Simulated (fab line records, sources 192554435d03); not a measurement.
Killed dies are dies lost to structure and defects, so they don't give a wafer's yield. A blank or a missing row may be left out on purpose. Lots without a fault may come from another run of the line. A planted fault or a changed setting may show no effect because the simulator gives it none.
A struck lot beside a sound one | flow n5_finfet | 38 steps out of a route of 1938
Sound: wafers L327.1, L327.5, L327.6. Struck: wafers L314.2, L314.3, L314.4. The cause comes at the end.
At each step with rows: each side's tool, then ch and its chambers, then its first start. Under that, the readings that differ: sound wafers | struck wafers | difference of the means | sigmas: that difference in standard deviations of wafers without a fault.
alike: readings whose means differ by less than 2 such deviations, and words and numbers that are the same on both sides. not compared: withheld readings, readings that some wafer has no value for, bounds like >300 that may hide the same value, and numbers for which the record gives no deviation and whose values overlap.
The two part at a step that has a row with sigmas, a row that says differs or no value, or rows on one side only. Numbers that don't overlap but have no deviation are shown without sigmas and don't part them. A reading that every wafer of one side lacks parts them only if that side has two wafers or more.

first, 11 steps without rows for these wafers: N5_BEOL_M0_SAQP_ETCH_102 (etches SiO2 in CF4, target depth 4 nm, time 4.4 s); N5_BEOL_M0_SAQP_MANDREL_ETCH_103 (etches a-Si in HBr/Cl2, stops on SiCN, target depth 45 nm, bt time 10 s, time 27 s); N5_BEOL_M0_SAQP_RECESS_104 (chemistry HF/NH3, target SiO2, target depth 18 nm, afs cycles 3, sublimation time 60 s); N5_BEOL_M0_SAQP_COAT_105 (time 60 s, resist thk 100 nm); N5_BEOL_M0_SAQP_ETCH_106 (etches SOC in N2/H2, stops on SiNx, target depth 150 nm); N5_BEOL_M0_SAQP_ETCH_107 (etches SiNx in CH3F/O2, target depth 30 nm); N5_BEOL_M0_SAQP_STRIP_108 (strips in N2/H2); N5_BEOL_M0_SAQP_RECESS_109 (chemistry HF/NH3, target SiO2, target depth 3 nm, afs cycles 1, sublimation time 60 s); N5_BEOL_M0_SAQP_SPACER2_ALD_26 (deposits SiO2, target thk 15 nm, pulse time 1 s, purge time 2 s); N5_BEOL_M0_SAQP_SPACER2_ETCHBACK_27 (etches SiO2 in CHF3/O2, target depth 22.5 nm, time 11.25 s); N5_BEOL_M0_SAQP_MANDREL2_REMOVE_110 (chemistry HBr/Cl2/O2, target a-Si, stops on SiCN, bt time 10 s).
N5_BEOL_M0_SAQP_COAT_69: time 60 s, resist thk 90 nm.
  sound on litho_track-03 ch 0, day 11 04:05; struck on litho_track-03 ch 0, day 8 01:20
  reading                                       | sound                | struck               | difference | sigmas
  spin_speed_rpm (rpm)                          | 1499.7 1500.6 1500.3 | 1713.2 1714.5 1713.0 | +213.4     | +99 or more
  model.SOC_of_BEOL_M0_SAQP_COAT_69.thk_nm (nm) | 89.8 90 90           | 84.6 84.4 84.6       | -5.4       |
then, 15 steps without rows for these wafers: N5_BEOL_M0_SAQP_COAT_72 (time 60 s, resist thk 15 nm); N5_BEOL_M0_SAQP_COAT_87 (time 60 s, resist thk 5 nm); N5_BEOL_M0_SAQP_COAT_34 (resist thk 30 nm); N5_BEOL_M0_SAQP_EBR_36; N5_BEOL_M0_SAQP_SOFTBAKE_35 (time 60 s); N5_BEOL_M0_SAQP_EXPOSE_37 (exposes mask M0 CUT1, target cd 30 nm); N5_BEOL_M0_SAQP_PEB_38 (peb time 60 s); N5_BEOL_M0_SAQP_DEVELOP_39 (develop time 30 s); N5_BEOL_M0_SAQP_DESCUM_45 (chemistry O2, time 7 s); N5_BEOL_M0_SAQP_ETCH_88 (etches underlayer in N2/H2, target depth 6.5 nm, time 5.2 s); N5_BEOL_M0_SAQP_ETCH_73 (etches SiARC in CF4, target depth 19.5 nm, time 32.5 s); N5_BEOL_M0_SAQP_CUT_ETCH_46 (etches SOC in N2/H2, target depth 135 nm, overetch 27 nm, time 202.5 s); N5_BEOL_M0_SAQP_STRIP_74 (strips in N2/H2); N5_BEOL_M0_SAQP_STRIP_89 (strips in N2/H2); N5_BEOL_M0_SAQP_ALD_48 (deposits SiO2, target thk 20 nm, pulse time 1 s, co reactant pulse time 1 s).
N5_BEOL_M0_SAQP_ETCH_49: etches SiO2 in CF4/O2, target depth 37 nm.
  sound on rie_diel-01 ch 0,1,2, day 11 06:49; struck on rie_diel-04 ch 0,1,2, day 8 02:35
  reading                                       | sound          | struck         | difference | sigmas
  model.SOC_of_BEOL_M0_SAQP_COAT_69.thk_nm (nm) | 70.2 70.4 70.4 | 65.6 64.6 65.2 | -5.2       |
  alike: bias_w, drypump_motor_current_A, oes_product_au, rf_vpp_V, showerhead_plenum_p_Torr, throttle_valve_pct
  not compared: rf_hours_counter_h
then, 8 steps without rows for these wafers: N5_BEOL_M0_SAQP_STRIP_75 (strips in CF4); N5_BEOL_M0_CUTY_COAT_50 (time 60 s, resist thk 15 nm); N5_BEOL_M0_CUTY_COAT_51 (resist thk 150 nm); N5_BEOL_M0_CUTY_EBR_52; N5_BEOL_M0_CUTY_SOFTBAKE_53 (time 60 s); N5_BEOL_M0_CUTY_EXPOSE_54 (exposes mask M0 ABLK); N5_BEOL_M0_CUTY_PEB_55 (peb time 60 s); N5_BEOL_M0_CUTY_DEVELOP_56 (develop time 30 s).
N5_BEOL_M0_CUTY_ETCH_63: etches SOC in N2/H2, target depth 82.7 nm, overetch 16.5 nm, time 124 s.
  sound on rie_diel-02 ch 0,2,3, day 11 07:29; struck on rie_diel-02 ch 0,1,2, day 8 03:16
  reading                  | sound            | struck            | difference | sigmas
  model.etch.depth_nm (nm) | 70.2 70.43 70.37 | 65.51 64.57 65.26 | -5.22      |
  alike: bias_w, drypump_motor_current_A, oes_product_au, rf_vpp_V, showerhead_plenum_p_Torr, throttle_valve_pct
  not compared: rf_hours_counter_h
-- the record jumps here: 2 days lie between the struck wafers' starts before and after (it left off in module BEOL_M0_CUTY and takes up again in module BEOL_M4, whose first step shown is number 1111 of the route) --
N5_BEOL_M4_RC_MEAS_101:
  sound on prober-01 ch 0, day 13 16:14; struck on prober-01 ch 0, day 10 08:20
  alike: DIBL_N, DIBL_P, IOFF_N, IOFF_P, ION_N, ION_P, SS_N, SS_P, VT_N, VT_P

WHERE THEY PART
Only at N5_BEOL_M0_SAQP_COAT_69, within this record. Later steps at which nothing parts them and some readings are alike: N5_BEOL_M0_SAQP_ETCH_49, N5_BEOL_M0_CUTY_ETCH_63, N5_BEOL_M4_RC_MEAS_101.

WHY: what the simulator had put in
Process parameter drift: litho_track-03, from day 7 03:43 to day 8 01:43, at N5_BEOL_M0_SAQP_COAT_69. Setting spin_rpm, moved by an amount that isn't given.
